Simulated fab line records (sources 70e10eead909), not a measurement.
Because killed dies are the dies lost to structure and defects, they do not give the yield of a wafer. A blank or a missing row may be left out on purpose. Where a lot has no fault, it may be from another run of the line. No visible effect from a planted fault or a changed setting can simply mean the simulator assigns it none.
fab line records	flow nand-harc
record: lots: 5	wafers: 15	last-day: 34
route steps=1302 shown A_CHANNEL_FILL_D2@625 END@1302
lots that met no fault: taken from a fault-free run of the same line
start-h: hours from the record's opening day to when the first of the lot's shown wafers began	wait-h: how many hours have passed since the lot's step before this one	" the same as in the row above	L1.1+2: several wafers, shown together as one row	- value missing, or start not given	* or withheld: withheld	< > ~ a bound
route shown NAME@n: NAME is a module with steps in the file, n the number in the route of the first one	usual: average and standard deviation across the fault-free wafers	same: alike in all rows	chamber/n: place in a boat	sites: the reading at each site	_std_site: their standard deviation	_edge_site: outer sites' mean less inner sites'	radius-mm: how far each site lies from the wafer's centre	mask NAME#n: copy n	behind: the most recent tool/chamber to have shaped the wafer	hold: what put the lot on hold/how long, in hours/how the hold closed	device: transistor that didn't switch, given as n, p or np	end of line: the route-end tests of the same wafers	a step without rows: its recipe alone	killed: count of dies lost to structure and defects at first sort (not the wafer's yield)	map: per-die view of a wafer (x killed, . not killed, _ where there is no die)
set.NAME: the run value of the setting; set.NAME@STEP: its run value at that earlier step	model.NAME: the simulator's own value behind a step, which no gauge read
lots at some steps of the route; a table a step, a row a wafer
services: a tool's chamber out of use, with start hour (start-h, from the record's first day; less than 0 if before it), hours out, and reason
== steps ==
step: NHARC_A_CHANNEL_FILL_D2_ANNEAL_22
recipe: temp-c: 620	time-s: 7200
step: NHARC_A_CHANNEL_FILL_D2_ALD_25
recipe: target-thk-a: 600	pulse-time-s: 10	ald-cycles: 600	temp-c: 300	material: SiOx
usual: heater-power-outer-w: 276/19	heater-power-w: 490/29	precursor-pulse-height-rel: 1.000/0.023
same: ald-cycles: 600
lot.wafer	tool	chamber	start-h	wait-h	heater-power-outer-w	heater-power-w	precursor-pulse-height-rel
L656.3	ald-hk-04	1	382.74	0.1	283	513	0.972
L656.4	"	2	"	"	312	530	1.022
L656.1	"	0	384.57	1.9	275	504	0.993
L661.2	ald-hk-04	1	416.39	0.1	288	511	1.036
L661.4	"	3	417.62	1.3	271	448	0.990
L661.5	"	1	418.85	2.5	297	505	1.033
L662.1	ald-hk-02	2	423.23	0.1	259	462	1.018
L662.2	"	3	"	"	290	530	1.019
L662.4	"	0	"	"	245	457	1.017
L674.2	ald-hk-03	0	553.12	0.1	262	488	1.002
L674.1	"	3	554.97	1.9	236	416	0.983
L674.6	"	1	556.21	3.1	285	506	1.003
L675.4	ald-hk-04	2	573.18	0.1	301	512	1.000
L675.2	"	3	"	"	255	452	0.985
L675.3	"	0	"	"	257	481	0.994
step: NHARC_A_CHANNEL_FILL_D2_ETCHBACK_08
recipe: target-depth-a: 2200	time-s: 110	c4f8-flow-sccm: 20	ar-flow-sccm: withheld	rf-w: 600	bias-w: 300	chemistry: C4F8
usual: oes-product-au: 0.96/0.035	rf-vpp-V: 440.3/2.3
lot.wafer	tool	chamber	start-h	wait-h	oes-product-au	rf-hours-counter-h	rf-vpp-V
L656.3	rie-diel-04	0	-	-	0.98	2	442.5
L656.1	"	1	"	"	1.00	2	444.5
L656.4	"	2	"	"	1.01	2	443.8
L661.4	rie-diel-13	0	-	-	0.94	1	441.9
L661.2	"	3	"	"	0.92	1	444.7
L661.5	"	0	"	"	0.94	-	439.8
L662.1	rie-diel-13	0	-	-	0.95	2	440.5
L662.2	"	1	"	"	0.94	2	441.4
L662.4	"	3	"	"	0.92	1	442.3
L674.1	rie-diel-13	0	-	-	0.92	1	440.1
L674.2	"	2	"	"	0.92	1	437.0
L674.6	"	1	"	"	0.92	-	438.1
L675.3	rie-diel-03	1	-	-	0.98	2	439.6
L675.2	"	2	"	"	0.99	2	439.5
L675.4	"	0	"	"	1.00	2	438.2
step: NHARC_A_CHANNEL_FILL_D2_STRIP_29
recipe: time-s: 20	o2-flow-sccm: 500	ar-flow-sccm: 0	bias-w: 0	chemistry: O2
usual: drypump-motor-current-A: 5.78/0.21	oes-product-au: 1.000/0.011	rf-vpp-V: 57.7/0.86	showerhead-plenum-p-Torr: 3.50/0.13	throttle-valve-pct: 17.037/0.0093
lot.wafer	tool	chamber	start-h	wait-h	drypump-motor-current-A	oes-product-au	rf-hours-counter-h	rf-vpp-V	showerhead-plenum-p-Torr	throttle-valve-pct
L656.1	rie-diel-04	2	-	-	5.62	0.997	2	58.3	3.74	17.032
L656.3	"	0	"	"	5.82	0.989	2	58.6	3.71	17.027
L656.4	"	1	"	"	5.50	1.008	2	57.9	3.72	17.039
L661.2	rie-diel-13	2	-	-	5.60	0.999	1	58.8	3.34	17.045
L661.4	"	0	"	"	6.02	1.021	2	57.9	3.53	17.046
L661.5	"	2	"	"	5.61	0.997	-	55.8	3.34	17.038
L662.4	rie-diel-13	1	-	-	5.71	0.999	2	59.4	3.52	17.045
L662.2	"	3	"	"	6.00	1.002	1	57.6	3.64	17.029
L662.1	"	0	"	"	6.05	1.010	2	57.8	3.53	17.037
L674.2	rie-diel-13	1	-	-	5.73	0.986	1	57.7	3.52	17.022
L674.1	"	2	"	"	5.59	0.995	1	57.0	3.34	17.043
L674.6	"	0	"	"	6.09	0.993	-	56.4	3.53	17.032
L675.4	rie-diel-03	1	-	-	5.61	0.979	2	57.3	3.43	17.030
L675.2	"	2	"	"	6.04	0.995	2	58.3	3.50	17.034
L675.3	"	3	"	"	5.65	1.005	2	56.2	3.32	17.037
step: NHARC_A_CHANNEL_FILL_D2_PRECLEAN_30
recipe: time-s: 30	chemistry: dHF
step: NHARC_A_CHANNEL_FILL_D2_SRD_31
step: NHARC_A_CHANNEL_FILL_D2_CVD_09
recipe: target-thk-a: 1500	temp-c: 620	pressure-mtorr: 200	time-s: 3000	material: poly-Si
step: NHARC_A_CHANNEL_FILL_D2_CMP_10
recipe: target-thk-nm: 150
usual: edge-zone-pressure-frac: 1.000/0.0046	motor-current-A: 11.9/1.3	slurry-flow-ml-min: 150.0/0.48	time-to-endpoint-s: 15.7/2.5
lot.wafer	tool	chamber	start-h	wait-h	edge-zone-pressure-frac	motor-current-A	slurry-flow-ml-min	time-to-endpoint-s
L656.4	cmp-03	0	395.21	0.4	1.003	11.0	150.2	17.6
L656.1	"	1	"	"	1.002	11.1	150.3	14.3
L656.3	"	2	"	"	0.997	14.1	149.9	13.8
L661.4	cmp-02	0	427.87	0.4	1.005	11.1	150.1	15.4
L661.2	"	3	"	"	0.989	13.1	150.5	12.6
L661.5	"	1	"	"	1.005	9.6	150.7	13.8
L662.2	cmp-02	3	434.52	0.4	0.994	12.9	149.8	11.7
L662.4	"	0	"	"	1.005	11.2	150.0	13.7
L662.1	"	2	"	"	1.002	11.8	149.5	13.8
L674.1	cmp-03	3	564.47	0.4	1.004	14.2	149.7	12.5
L674.2	"	0	"	"	0.994	11.3	150.5	15.9
L674.6	"	3	"	"	0.995	14.7	149.5	12.5
L675.3	cmp-02	0	585.87	0.4	0.997	11.1	149.3	18.2
L675.4	"	2	"	"	1.003	11.7	150.1	21.2
L675.2	"	3	"	"	1.002	12.8	149.8	17.4
step: NHARC_A_CHANNEL_FILL_D2_SRD_12
step: NHARC_A_CHANNEL_FILL_D2_RTA_24
recipe: temp-c: 1000	time-s: 5
usual: lamp-power-pct: 30.2/0.7	lamp_zone_1_pct: 30.2/0.71	lamp_zone_2_pct: 30.2/0.7	lamp_zone_3_pct: 30.2/0.7	lamp_zone_4_pct: 30.2/0.7	lamp_zone_5_pct: 30.2/0.7	lamp_zone_6_pct: 30.2/0.7	lamp_zone_7_pct: 30.7/0.72	wafer_temp_C_max: 1003.5/0.8
lot.wafer	tool	chamber	start-h	wait-h	lamp-power-pct	lamp_zone_1_pct	lamp_zone_2_pct	lamp_zone_3_pct	lamp_zone_4_pct	lamp_zone_5_pct	lamp_zone_6_pct	lamp_zone_7_pct	wafer_temp_C_max
L656.1	rtp-anneal-01	0	395.61	0.0	30.9	31.0	31.0	31.0	30.9	31.0	30.9	31.4	1003.3
L656.3	"	0	"	"	30.9	31.0	30.9	30.9	30.9	30.9	30.9	31.5	1003.7
L656.4	"	0	"	"	31.0	31.0	31.0	30.9	30.9	31.0	30.9	31.4	1005.0
L661.2	rtp-anneal-02	0	428.32	0.1	29.6	29.6	29.6	29.5	29.5	29.5	29.5	30.0	1003.1
L661.4	"	0	"	"	29.5	29.5	29.5	29.6	29.6	29.5	29.4	30.0	1003.5
L661.5	"	0	"	"	29.6	29.5	29.5	29.5	29.6	29.6	29.5	29.9	1002.6
L662.1	rtp-anneal-01	0	434.93	0.0	32.5	32.6	32.5	32.5	32.5	32.5	32.5	33.0	1020.4
L662.2	"	0	"	"	32.5	32.5	32.5	32.5	32.5	32.5	32.4	33.0	1020.5
L662.4	"	0	"	"	32.5	32.5	32.5	32.5	32.5	32.6	32.5	33.0	1021.6
L674.1	rtp-anneal-02	0	564.92	0.1	29.5	29.5	29.6	29.5	29.6	29.5	29.4	30.0	1002.8
L674.2	"	0	"	"	29.6	29.6	29.5	29.5	29.6	29.5	29.5	30.0	1003.0
L674.6	"	0	"	"	29.5	29.6	29.6	29.6	29.5	29.6	29.5	30.0	1003.1
L675.2	rtp-anneal-01	0	586.31	0.1	30.9	31.0	31.0	31.0	31.0	31.0	30.8	31.4	1002.4
L675.3	"	0	"	"	30.9	31.0	30.9	31.0	30.9	30.9	30.9	31.4	1004.3
L675.4	"	0	"	"	30.9	30.9	30.9	30.9	30.9	31.0	30.8	31.5	1004.0
step: NHARC_A_CHANNEL_FILL_D2_INSPECT_13
usual: raw-defect-count: 383/140
lot.wafer	tool	chamber	start-h	wait-h	raw-defect-count
L656.1	defect-inspect-01	-	395.80	0.2	414
L656.3	"	-	"	"	359
L656.4	"	-	"	"	413
L661.2	defect-inspect-01	-	428.49	0.1	493
L661.4	"	-	"	"	558
L661.5	"	-	"	"	358
L662.1	defect-inspect-02	-	435.13	0.2	366
L662.2	"	-	"	"	401
L662.4	"	-	"	"	226
L674.1	defect-inspect-01	-	565.12	0.2	205
L674.2	"	-	"	"	252
L674.6	"	-	"	"	376
L675.2	defect-inspect-01	-	586.48	0.1	225
L675.3	"	-	"	"	186
L675.4	"	-	"	"	168
step: NHARC_END_SORT_01
recipe: temp-c: 25
usual: killed-at-array: 54/18	killed-at-other: 0.7/0.87	killed-at-periphery: 3.7/2.5	killed-dies: 59/19	killed-open: 3.3/2	killed-short: 2.6/1.6
same: gross-dies: 677
lot.wafer	tool	chamber	start-h	wait-h	killed-at-array	killed-at-other	killed-at-periphery	killed-dies	killed-open	killed-short
L662.1	prober-01	0	647.59	2.5	34	2	2	38	3	4
L662.2	prober-01	0	648.39	2.8	26	1	4	31	3	2
L662.4	prober-01	0	649.99	3.4	35	2	2	39	2	2
L661.2	prober-02	0	666.22	2.8	84	2	2	88	4	2
L661.4	prober-02	0	667.85	3.4	75	1	4	80	4	1
L661.5	prober-02	0	668.66	3.8	74	0	5	79	6	4
killed by level:class
L662.1 A_CHANNEL_HOLE_D2:chamber-film-flake=15 A_CONTACT:chamber-film-flake=5 A_ONON_D1:geometric-particle:short=3 A_CHANNEL_HOLE_D1:chamber-film-flake=3 P_M2:chamber-film-flake=2 THIN_TSV:chamber-film-flake=2 A_SLIT:chamber-film-flake=2 A_WL_FILL:chamber-film-flake=2
L662.2 A_CHANNEL_HOLE_D2:chamber-film-flake=12 A_CHANNEL_HOLE_D1:chamber-film-flake=6 A_CONTACT:chamber-film-flake=5 P_STI:chamber-film-flake=2 P_GATE:geometric-particle:short=1 P_M2:geometric-particle:open=1 A_ONON_D1:geometric-particle:open=1 A_BLC:geometric-particle:short=1
L662.4 A_CHANNEL_HOLE_D2:chamber-film-flake=15 A_CONTACT:chamber-film-flake=8 A_CHANNEL_HOLE_D1:chamber-film-flake=6 P_GATE:chamber-film-flake=2 THIN_TSV:chamber-film-flake=2 A_ONON_D1:geometric-particle:open=1 A_CHANNEL_FILL_D1:geometric-particle:short=1 A_ONON_D2:geometric-particle:short=1
L661.2 A_SLIT:chamber-film-flake=30 A_CHANNEL_HOLE_D1:chamber-film-flake=29 A_CHANNEL_HOLE_D2:chamber-film-flake=14 A_STAIRCASE:chamber-film-flake=2 A_BLC:chamber-film-flake=2 THIN_TSV:chamber-film-flake=2 A_ONON_D2:geometric-particle:short=1 A_ONON_D2:geometric-particle:open=1
L661.4 A_CHANNEL_HOLE_D1:chamber-film-flake=32 A_SLIT:chamber-film-flake=23 A_CHANNEL_HOLE_D2:chamber-film-flake=14 P_CONTACT:geometric-particle:open=1 P_M0:geometric-particle:open=1 A_ONON_D1:geometric-particle:open=1 A_CHANNEL_FILL_D1:geometric-particle:short=1 A_CHANNEL_FILL_D2:geometric-particle:open=1
L661.5 A_SLIT:chamber-film-flake=31 A_CHANNEL_HOLE_D1:chamber-film-flake=27 A_CHANNEL_HOLE_D2:chamber-film-flake=9 P_GATE:geometric-particle:short=2 P_CONTACT:geometric-particle:open=2 A_ONON_D1:geometric-particle:open=1 A_ONON_D2:geometric-particle:open=1 A_CHANNEL_HOLE_D2:geometric-particle:short=1
== services ==
tool	chamber	start-h	hours	kind
rtp-anneal-01	-	372.00	12.0	pm
rie-diel-13	3	372.48	2.4	repair
cmp-02	-	382.05	3.1	repair
cmp-03	-	382.81	1.2	repair
cmp-03	-	392.61	1.0	repair
ald-hk-04	-	402.82	2.4	repair
cmp-02	-	406.83	5.7	repair
cmp-03	-	420.50	1.9	repair
cmp-02	-	426.79	0.6	repair
cmp-03	-	427.24	0.9	repair
cmp-02	-	428.50	4.0	pm
ald-hk-04	-	433.32	10.0	pm
rie-diel-04	2	436.18	13.1	repair
cmp-03	-	438.60	0.7	repair
rie-diel-13	1	441.47	7.9	repair
rie-diel-03	-	448.30	29.4	repair
cmp-03	-	450.20	2.5	repair
rie-diel-13	3	452.23	4.0	repair
cmp-03	-	456.16	4.0	pm
rie-diel-13	0	477.87	34.1	repair
cmp-02	-	477.94	1.7	repair
rie-diel-13	-	519.00	9.0	pm
cmp-02	-	526.50	4.0	pm
cmp-02	-	538.99	0.4	repair
== key ==
first-sign: step: NHARC_A_CHANNEL_FILL_D2_RTA_24	reading: wafer_temp_C_max	direction: up	sigmas: 22	usual: *	struck: *
effect: step: NHARC_A_CHANNEL_FILL_D2_RTA_24	reading: lamp_zone_6_pct	direction: up	sigmas: 3.3	usual: 30.2	struck: 32.5
met-at NHARC_A_CHANNEL_FILL_D2_RTA_24
struck-wafers L662.1,L662.2,L662.4
tester-left-out L662
onset-between 395.61 434.93
fault: kind: process-parameter-drift	tool: rtp-anneal-01	chamber: -	onset-h: 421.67	steps: NHARC_A_CHANNEL_FILL_D2_RTA_24	channel: temp-c	offset: *	shape: step	end-h: 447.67	acts-in: *	stated: *
tester-left-out: of these lots the tester's yield and bins aren't shown, on N5 and GAA mostly nor the transistor test; their killed dies are dies lost to structure and defects alone, not to doping, threshold or leakage, so they don't give the yield
